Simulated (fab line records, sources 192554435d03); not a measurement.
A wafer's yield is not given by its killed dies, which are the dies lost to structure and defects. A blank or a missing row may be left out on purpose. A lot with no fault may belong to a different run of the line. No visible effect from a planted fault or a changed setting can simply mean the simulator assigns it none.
Matching of chambers :: flow n5 finfet :: N5_BEOL_M12_CMP_49 on cmp-01: 4 sister chambers
The step polishes, stops on SiOC, t overpolish 20.6 s, target thk 320 nm. 4 wafers are shown with their chamber, then 11 later ones without.

WAFERS WITH THEIR CHAMBER
wafer: L093.1
chamber: 0
motor current A (A): 6.4

wafer: L093.2
chamber: 2
motor current A (A): 5.9

wafer: L093.3
chamber: 1
motor current A (A): 6.9

wafer: L092.1
chamber: 3
motor current A (A): 6.2

WAFERS MISSING THEIR CHAMBER
wafer: L092.2
motor current A (A): 5.4

wafer: L092.3
motor current A (A): 6.6

wafer: L095.1
motor current A (A): 6.7

wafer: L095.2
motor current A (A): 6.0

wafer: L095.3
motor current A (A): 5.5

wafer: L094.2
motor current A (A): 6.4

wafer: L094.4
motor current A (A): 5.9

wafer: L094.5
motor current A (A): 6.6

wafer: L096.2
motor current A (A): 6.7

wafer: L096.3
motor current A (A): 6.8

wafer: L096.4
motor current A (A): 6.4

WHICH CHAMBER EACH WENT THROUGH
wafer: L092.2
from the rows above: can't be placed: 2 or 3
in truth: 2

wafer: L092.3
from the rows above: can't be placed: 0 or 1 or 3
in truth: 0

wafer: L095.1
from the rows above: can't be placed: 1 or 0 or 3
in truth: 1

wafer: L095.2
from the rows above: can't be placed: 2 or 3 or 0
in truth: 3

wafer: L095.3
from the rows above: can't be placed: 2 or 3
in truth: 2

wafer: L094.2
from the rows above: can't be placed: 0 or 3
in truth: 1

wafer: L094.4
from the rows above: can't be placed: 2 or 3
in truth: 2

wafer: L094.5
from the rows above: can't be placed: 0 or 1 or 3
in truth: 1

wafer: L096.2
from the rows above: can't be placed: 1 or 0 or 3
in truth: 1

wafer: L096.3
from the rows above: can't be placed: 1 or 0
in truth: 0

wafer: L096.4
from the rows above: can't be placed: 0 or 3
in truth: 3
Correctly placed: 0 of 11. These rows do not allow placing 11 (true chamber among the candidates in 10). Number placed wrongly: 0.
How it was worked out, from the rows above alone: a wafer's distance from a chamber is the root of the sum, over the readings, of the square of ((its reading less the chamber's mean) divided by the reading's scatter). The wafer belongs to the nearest chamber; if the next one is less than 2 further off, it can't be placed. Each chamber's mean is taken over the wafers shown for it. The scatter: root of mean squared gap, hidden wafer to nearest shown wafer, with one shown wafer a chamber.
